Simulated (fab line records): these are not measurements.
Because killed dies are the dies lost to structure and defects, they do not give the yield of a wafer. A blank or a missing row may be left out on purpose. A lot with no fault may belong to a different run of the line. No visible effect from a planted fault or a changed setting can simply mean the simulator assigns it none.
Code-filled problem report in 8D (eight disciplines) form	flow n5Finfet	the parts of the form that need people (team, actions taken, sign-off) are left out

## 1. WHAT IS WRONG
runLengthS at N5_MOL_CONTACT_COAG_ALD_27 reads a mean of 2386.3 s on 3 wafers of 2 lots; wafers without a fault read 2770.2 s with a standard deviation of 0.57. So: -99 or more standard deviations from the usual mean.
The step: deposits SiOC, target thk 17 nm, pulse time 1.5 s, time 2720 s.
First seen on wafer L115.3, day 6 11:23, on aldSin-01. Wafers with a number at this step in the record: 18, from 6 lots. By rule, "out" or "out of limits" means more than 4 standard deviations away from the usual mean. The rest of the wafers with a number are treated as sound.

## 2. WHAT IT IS, AND WHAT IT ISN'T
question	is	is not
which readings at this step	runLengthS	heaterPowerW, precursorPulseHeightRel
which lots	L115, L117	L109, L111, L122, L132
which wafers of those lots	L115.3, L115.6, L117.2	L115.1, L117.3, L117.5
read on which tools	aldSin-01	aldSin-03
when	from day 6 11:23	up to then (7 sound wafers); but 8 sound wafers of L117, L122, L132 came after

## 3. SUSPECTS, AND WHAT RULES EACH OUT
Counting: if a tool at a process step up to the reading ran every lot that is out, it stays a suspect. Sound lots after the first of them don't rule it out here, since some wafers of a struck lot are sound.
- cvdCo-02 at N5_MOL_CONTACT_COAG_CO_FILL_22 (material Co, precursor CCTBA/H2, target thk 20 nm): kept. It processed each lot that is out (first: L115, day 6 08:46); up to then, its last sound lot is L111 (day 5 09:23).
- rtpAnneal-01 at N5_MOL_CONTACT_COAG_ANNEAL_113 (time 300 s): kept. It processed each lot that is out (first: L115, day 6 09:23); up to then, its last sound lot is L111 (day 5 10:10).
- pvdSputter-01 at N5_MOL_CONTACT_COAG_PRE_CLEAN_142 (time 60 s): kept. It processed each lot that is out (first: L115, day 6 10:19); up to then, its last sound lot is L109 (day 4 22:11).
- pvdSputter-01 at N5_MOL_CONTACT_COAG_SPUTTER_130 (material Co, target thk 47.5 nm): kept. It processed each lot that is out (first: L115, day 6 10:23); up to then, its last sound lot is L109 (day 4 22:14).
- aldSin-01 at N5_MOL_CONTACT_COAG_ALD_27 (deposits SiOC, target thk 17 nm, pulse time 1.5 s, time 2720 s): kept. It processed each lot that is out (first: L115, day 6 11:23); up to then, its last sound lot is L109 (day 4 23:17). Out on those wafers are its own readings of runLengthS.
- At N5_MOL_CONTACT_COAG_CO_FILL_22, inside cvdCo-02: chamber 1 took the wafers that are out, while their sound lot-mates went through chambers 0, 2.
- At N5_MOL_CONTACT_COAG_ALD_27, inside aldSin-01: chamber 0 took the wafers that are out, while their sound lot-mates went through chambers 1, 3.
Left after counting: cvdCo-02 at N5_MOL_CONTACT_COAG_CO_FILL_22, rtpAnneal-01 at N5_MOL_CONTACT_COAG_ANNEAL_113, pvdSputter-01 at N5_MOL_CONTACT_COAG_PRE_CLEAN_142, pvdSputter-01 at N5_MOL_CONTACT_COAG_SPUTTER_130, aldSin-01 at N5_MOL_CONTACT_COAG_ALD_27.

## 4. THE CAUSE (what the simulator had put in)
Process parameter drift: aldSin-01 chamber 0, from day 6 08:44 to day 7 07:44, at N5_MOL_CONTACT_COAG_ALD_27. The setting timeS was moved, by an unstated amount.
5 suspects survive the count, and this tool is in that group.

## 5. SEQUENCE OF EFFECTS, ordered by route
Rows list readings where the struck wafers' mean (over those with a number) sits beyond 3 standard deviations from the usual. Only readings for which the record gives a usual standard deviation are gone through. hours: the time from each lot's start at the first step in this table that gives one to its start at this step, as a median over the lots. sigmas: the change in usual standard deviations.
hours	step	reading	usual	on struck wafers	change	sigmas
0	N5_MOL_CONTACT_COAG_ALD_27	runLengthS	2770.2 s	2386.3	-383.9	-99 or more
The process steps in it:
- N5_MOL_CONTACT_COAG_ALD_27: deposits SiOC, target thk 17 nm, pulse time 1.5 s, time 2720 s.
At these later measuring or inspecting steps, every struck wafer for which the step has a row has a number for every such reading, and none has moved that far: N5_BEOL_M4_RC_MEAS_101.

## 6. WHAT WOULD HAVE CAUGHT IT SOONER
First out-of-limits reading in this record: day 6 11:23, which is 3 hours after fault onset at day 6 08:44.
